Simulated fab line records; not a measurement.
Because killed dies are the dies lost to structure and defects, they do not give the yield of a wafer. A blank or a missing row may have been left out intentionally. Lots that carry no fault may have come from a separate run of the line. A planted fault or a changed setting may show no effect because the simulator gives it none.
Matching of chambers ; flow n5-finfet ; N5_BEOL_M5_STRIP_19 on rie-diel-01 has 4 sister chambers
The step strips in O2. 4 wafers are shown with their chamber, then 8 later ones without.

## WAFERS WITH THEIR CHAMBER
wafer;chamber;oes-product-au (a.u.)
L077.3;1;0.66
L088.5;3;0.73
L088.6;2;0.85
L086.2;0;0.73

## WAFERS MISSING THEIR CHAMBER
wafer;oes-product-au (a.u.)
L086.3;0.74
L086.6;0.85
L091.2;0.95
L091.4;0.83
L091.6;0.71
L095.2;0.72
L095.5;0.71
L095.6;0.92

## EACH ONE'S CHAMBER
wafer;from the rows above;in truth
L086.3;can't be placed: 0 or 3 or 1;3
L086.6;2;2
L091.2;2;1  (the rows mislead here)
L091.4;can't be placed: 2 or 0 or 3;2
L091.6;can't be placed: 0 or 3 or 1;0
L095.2;can't be placed: 0 or 3 or 1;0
L095.5;can't be placed: 0 or 3 or 1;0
L095.6;2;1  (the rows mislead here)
Correctly placed: 1 of 8. Can't be placed from these rows: 5 (the true chamber is among the candidates in 5). Placed wrongly: 2.
How it was worked out, from the rows above alone: a wafer's distance from a chamber is the root of the sum, over the readings, of the square of ((its reading less the chamber's mean) divided by the reading's scatter). If the next closest chamber is less than 2 further off than the closest, the wafer can't be placed; otherwise it belongs to the closest. A chamber's mean is the mean of its shown wafers. The scatter: root of mean squared gap, hidden wafer to nearest shown wafer, with one shown wafer a chamber.
